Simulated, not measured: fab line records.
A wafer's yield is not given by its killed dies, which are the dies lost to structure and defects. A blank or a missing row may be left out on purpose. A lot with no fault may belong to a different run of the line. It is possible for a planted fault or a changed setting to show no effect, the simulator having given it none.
Split-lot experiment :: flow n5Finfet :: on a route of 1938 steps: 6 lots, 13 wafers read

== SPLIT DETAILS ==
At N5_BEOL_M3_SPUTTER_81 (material Cu, target thk 4.5 nm, time 8.29 s), the setting timeS was moved away from the recipe's 8.29 s on 2 of the 13 wafers read, by -13.5% to -10.3%. For the rest of the wafers, this setting stayed at what the recipe calls for.

The split's own step is where the reading is taken.

== THE READING ==
Cu_of_BEOL_M3_SPUTTER_81.thkNm (the simulator's own value, which no gauge read), in nm, at N5_BEOL_M3_SPUTTER_81 (material Cu, target thk 4.5 nm, time 8.29 s). There is no usual value for it anywhere in the file. The 11 wafers here that ran the recipe average 4.5 nm, standard deviation 0.12 nm.

wafer: L074.3
tool, chamber at the split: pvdSputter-01, -
timeS as run, s: 8.29
against the recipe: recipe
Cu_of_BEOL_M3_SPUTTER_81.thkNm, nm: 4.4
against lot-mates on the recipe: -

wafer: L074.5
tool, chamber at the split: pvdSputter-01, -
timeS as run, s: 8.29
against the recipe: recipe
Cu_of_BEOL_M3_SPUTTER_81.thkNm, nm: 4.4
against lot-mates on the recipe: -

wafer: L081.4
tool, chamber at the split: pvdSputter-02, -
timeS as run, s: 8.29
against the recipe: recipe
Cu_of_BEOL_M3_SPUTTER_81.thkNm, nm: 4.4
against lot-mates on the recipe: -

wafer: L081.6
tool, chamber at the split: pvdSputter-02, -
timeS as run, s: 8.29
against the recipe: recipe
Cu_of_BEOL_M3_SPUTTER_81.thkNm, nm: 4.4
against lot-mates on the recipe: -

wafer: L081.5
tool, chamber at the split: pvdSputter-02, -
timeS as run, s: 7.434
against the recipe: -10.3%
Cu_of_BEOL_M3_SPUTTER_81.thkNm, nm: 4
against lot-mates on the recipe: -0.4

wafer: L083.3
tool, chamber at the split: pvdSputter-01, -
timeS as run, s: 8.29
against the recipe: recipe
Cu_of_BEOL_M3_SPUTTER_81.thkNm, nm: 4.4
against lot-mates on the recipe: -

wafer: L083.6
tool, chamber at the split: pvdSputter-01, -
timeS as run, s: 7.171
against the recipe: -13.5%
Cu_of_BEOL_M3_SPUTTER_81.thkNm, nm: 3.8
against lot-mates on the recipe: -0.6

wafer: L087.1
tool, chamber at the split: pvdSputter-02, -
timeS as run, s: 8.29
against the recipe: recipe
Cu_of_BEOL_M3_SPUTTER_81.thkNm, nm: 4.6
against lot-mates on the recipe: -

wafer: L087.4
tool, chamber at the split: pvdSputter-02, -
timeS as run, s: 8.29
against the recipe: recipe
Cu_of_BEOL_M3_SPUTTER_81.thkNm, nm: 4.8
against lot-mates on the recipe: -

wafer: L093.2
tool, chamber at the split: pvdSputter-03, -
timeS as run, s: 8.29
against the recipe: recipe
Cu_of_BEOL_M3_SPUTTER_81.thkNm, nm: 4.4
against lot-mates on the recipe: -

wafer: L093.4
tool, chamber at the split: pvdSputter-03, -
timeS as run, s: 8.29
against the recipe: recipe
Cu_of_BEOL_M3_SPUTTER_81.thkNm, nm: 4.4
against lot-mates on the recipe: -

wafer: L093.6
tool, chamber at the split: pvdSputter-03, -
timeS as run, s: 8.29
against the recipe: recipe
Cu_of_BEOL_M3_SPUTTER_81.thkNm, nm: 4.4
against lot-mates on the recipe: -

wafer: L096.4
tool, chamber at the split: pvdSputter-03, -
timeS as run, s: 8.29
against the recipe: recipe
Cu_of_BEOL_M3_SPUTTER_81.thkNm, nm: 4.4
against lot-mates on the recipe: -

FIT RESULTS
A straight line over all 13 wafers: Cu_of_BEOL_M3_SPUTTER_81.thkNm changes by +0.0469 nm for each +1% of timeS; r = +0.87; the points scatter about the line by 0.12 nm.
The same after taking each lot's own level away (the mean of its wafers on the recipe; 13 wafers): +0.0424 nm for each +1%; r = +0.98; scatter 0.045 nm.
On that fit, the largest move of timeS shifts the reading by 0.57 nm.
Across the lots, their own levels run from 4.40 to 4.70 nm, a range of 2.4 times the standard deviation given above.
In other words, the slope is changed by the lot-to-lot level; the two fits disagree.
Check: with one of the wafers moved furthest among these (-13.5%) left out of the fit, the line predicts -0.523 nm for it against its lot-mates. It came out at -0.6 nm against them.

== THE OTHER SPLITS THESE WAFERS WENT THROUGH ==
Before the reading, these wafers also passed through other splits. Each is held against what the fit with the lots' levels taken away leaves over:
other split on the same wafers: N5_BEOL_M1_ETCH_64 sourceW
wafers away from the commonest value: 4
r with Cu_of_BEOL_M3_SPUTTER_81.thkNm (lot level and that fit taken away): -0.46

other split on the same wafers: N5_BEOL_M2_ETCH_64 sourceW
wafers away from the commonest value: 4
r with Cu_of_BEOL_M3_SPUTTER_81.thkNm (lot level and that fit taken away): -0.13

other split on the same wafers: N5_BEOL_M2_COAT_22 spinRpm
wafers away from the commonest value: 6
r with Cu_of_BEOL_M3_SPUTTER_81.thkNm (lot level and that fit taken away): +0.42

other split on the same wafers: N5_BEOL_M2_TRENCH_ETCH_37 timeS
wafers away from the commonest value: 4
r with Cu_of_BEOL_M3_SPUTTER_81.thkNm (lot level and that fit taken away): -0.60

other split on the same wafers: N5_BEOL_M2_SURFACE_TREAT_85 timeS
wafers away from the commonest value: as run: not given for these wafers
r with Cu_of_BEOL_M3_SPUTTER_81.thkNm (lot level and that fit taken away): -

== FILE'S OWN FIT ==
Cu_of_BEOL_M3_SPUTTER_81.thkNm changes by +0.0419 nm for each +1% of timeS, r = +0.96.
